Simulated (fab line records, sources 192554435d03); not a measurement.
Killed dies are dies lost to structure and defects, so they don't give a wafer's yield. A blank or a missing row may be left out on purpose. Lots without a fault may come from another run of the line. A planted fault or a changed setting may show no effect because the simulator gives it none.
Which tool did it? | flow n5_finfet | 11 lots, 33 wafers sampled, at 1 step of a route of 1938

WHAT THE GAUGES READ, wafer by wafer
N5_BEOL_M13_INSPECT_12: inspects for defects (macro).
lot  | measured     | on                | raw_defect_count
L075 | day 11 12:41 | defect_inspect-02 | 1 3 2
L077 | day 11 15:46 | defect_inspect-02 | 1 4 4
L079 | day 11 23:20 | defect_inspect-01 | 1 0 2
L083 | day 12 20:29 | defect_inspect-01 | 4 4 3
L081 | day 13 01:53 | defect_inspect-02 | 1 2 1
L084 | day 13 18:51 | defect_inspect-02 | 2 1 1
L087 | day 14 01:17 | defect_inspect-02 | 1 1 3
L089 | day 15 10:05 | defect_inspect-02 | 6 1 1
L092 | day 15 15:44 | defect_inspect-02 | 1 3 2
L093 | day 16 08:02 | defect_inspect-02 | 3 2 1
L097 | day 16 18:31 | defect_inspect-02 | 8 3 4

WHICH TOOL RAN EACH LOT (tool, then ch and the chambers of the sampled wafers, then the start)
The record holds no process step before these readings.

THE ANSWER, worked out from the rows above alone
Rule: what is usual is taken from the lots themselves. Put in order of their means at a reading, lots are off if they are a third of the lots or fewer, leave a main group of 4 or more, and stand apart from it by a gap of 3 or more times the standard deviation of the main group's means; of several such gaps the widest counts. A main group whose means are all the same, to the digits that the tables above print for the reading, isn't used. A lot without any number at a reading at which 4 lots or more have one is off too. The other lots that the step has rows for count as sound.
No lot is off at any reading shown: from this, nothing can be told.

WHAT THE SIMULATOR HAD PUT IN
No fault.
